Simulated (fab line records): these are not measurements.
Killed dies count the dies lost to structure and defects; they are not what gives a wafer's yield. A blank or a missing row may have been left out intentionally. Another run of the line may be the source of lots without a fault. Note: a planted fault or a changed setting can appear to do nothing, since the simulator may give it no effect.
3 desks looking at one fault | flow n5 finfet | what lay behind the numbers comes last; until then each desk has only its own

== THE METROLOGY DESK ==
Lot by lot, what the gauges showed, no matter which tool ran the lot: averages of those sampled wafers that carry a number. A lot is out of limits, marked OUT, if its mean lies more than 4 standard deviations from the usual mean; the brackets give that distance. Only the readings that lie furthest out on some lot appear, 7 of the 10 it has.
Columns: A = DIBL_P at N5_BEOL_M4_RC_MEAS_101, usual 35.6 mV/V; B = IOFF_N at N5_BEOL_M4_RC_MEAS_101, usual 0.15 nA/um; C = IOFF_P at N5_BEOL_M4_RC_MEAS_101, usual 0.20 nA/um; D = ION_N at N5_BEOL_M4_RC_MEAS_101, usual 668 uA/um; E = ION_P at N5_BEOL_M4_RC_MEAS_101, usual 459 uA/um; F = VT_N at N5_BEOL_M4_RC_MEAS_101, usual 250 mV; G = VT_P at N5_BEOL_M4_RC_MEAS_101, usual -251 mV
lot  | first seen here | A    | B    | C    | D   | E   | F   | G
L627 | day 13 18:17    | 36.2 | 0.15 | 0.21 | 664 | 455 | 251 | -251
L630 | day 14 04:38    | 33.5 | 0.12 | 0.17 | 664 | 455 | 253 | -253
L629 | day 14 20:15    | 35.2 | 0.14 | 0.17 | 666 | 454 | 251 | -255
L628 | day 16 11:36    | 34.2 | 0.15 | 0.19 | 668 | 458 | 249 | -251
L635 | day 16 22:43    | 36.7 | 0.18 | 0.21 | 691 | 465 | 246 | -249
L637 | day 17 07:19    | 37.7 | 0.19 | 0.25 | 679 | 467 | 248 | -248
L639 | day 17 15:24    | 34.6 | 0.14 | 0.19 | 667 | 461 | 251 | -252
L647 | day 19 04:35    | 36.8 | 0.16 | 0.22 | 664 | 459 | 250 | -249
L646 | day 20 04:23    | 34.7 | 0.14 | 0.18 | 661 | 456 | 251 | -254
L649 | day 20 12:02    | 39.5 | 0.23 | 0.28 | 696 | 472 | 244 | -244
This desk found nothing out of limits on any of the 10 lots.

== TOOL OWNER'S DESK, cvd co-02 ==
The tool's own readings at N5_BEOL_M0_CO_CAP_123 (material Co, precursor CCTBA/H2, target thk 2 nm, time 102.1 s): means of the sampled wafers that have a number, for each lot that ran on this tool. A lot is out of limits, marked OUT, if its mean lies more than 4 standard deviations from the usual mean; the brackets give that distance.
Columns: A = heater power w at N5_BEOL_M0_CO_CAP_123, usual 235 W
lot  | first seen here | A
L630 | day 7 05:34     | 233
L628 | day 7 06:09     | 236
L637 | day 9 03:16     | 239
L639 | day 9 12:40     | 236
L649 | day 12 02:17    | 234
This desk found nothing out of limits on any of the 5 lots.

== THE DEFECT DESK ==
What the inspections along the route counted, lot by lot: means of the sampled wafers that have a number. A lot is out of limits, marked OUT, if its mean lies more than 4 standard deviations from the usual mean; the brackets give that distance.
Columns: A = raw defect count at N5_BEOL_M0_INSPECT_127, usual 72; B = raw defect count at N5_BEOL_M1_INSPECT_13, usual 427
lot  | first seen here | A              | B
L627 | day 6 19:31     | 86             | 560
L629 | day 7 04:51     | 92             | 572
L630 | day 7 05:47     | 50             | 483
L628 | day 7 06:22     | 29             | 292
L635 | day 8 12:02     | 35             | 486
L637 | day 9 03:28     | 1181 (+44) OUT | 1436 (+9.2) OUT
L639 | day 9 12:53     | 1220 (+46) OUT | 1640 (+11) OUT
L646 | day 11 13:35    | 102            | 388
L647 | day 11 17:59    | 85             | 478
L649 | day 12 02:29    | 92             | 404
Finding of this desk: L637, L639 out of limits; the first was L637 at day 9 03:28, on raw defect count at N5_BEOL_M0_INSPECT_127. Within limits: L627, L629, L630, L628, L635, L646, L647, L649.

== BROUGHT TOGETHER ==
The defect desk could have raised an alarm at day 9 03:28, on L637, L639.
Metrology desk: nothing out of limits seen.
The desk of the tool owner found nothing out of limits.
The metrology desk has L637, L639 on record, within its limits.
The tool owner's desk has L637, L639 on record, within its limits.
Of the lots named, all ran N5_BEOL_M0_CO_CAP_123 on cvd co-02.

== WHAT THE SIMULATOR HAD INSERTED ==
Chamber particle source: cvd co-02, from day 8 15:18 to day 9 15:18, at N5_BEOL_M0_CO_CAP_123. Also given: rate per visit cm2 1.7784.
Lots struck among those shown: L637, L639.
Hours from the fault's start to each desk's first reading out of limits: the defect desk, 12.
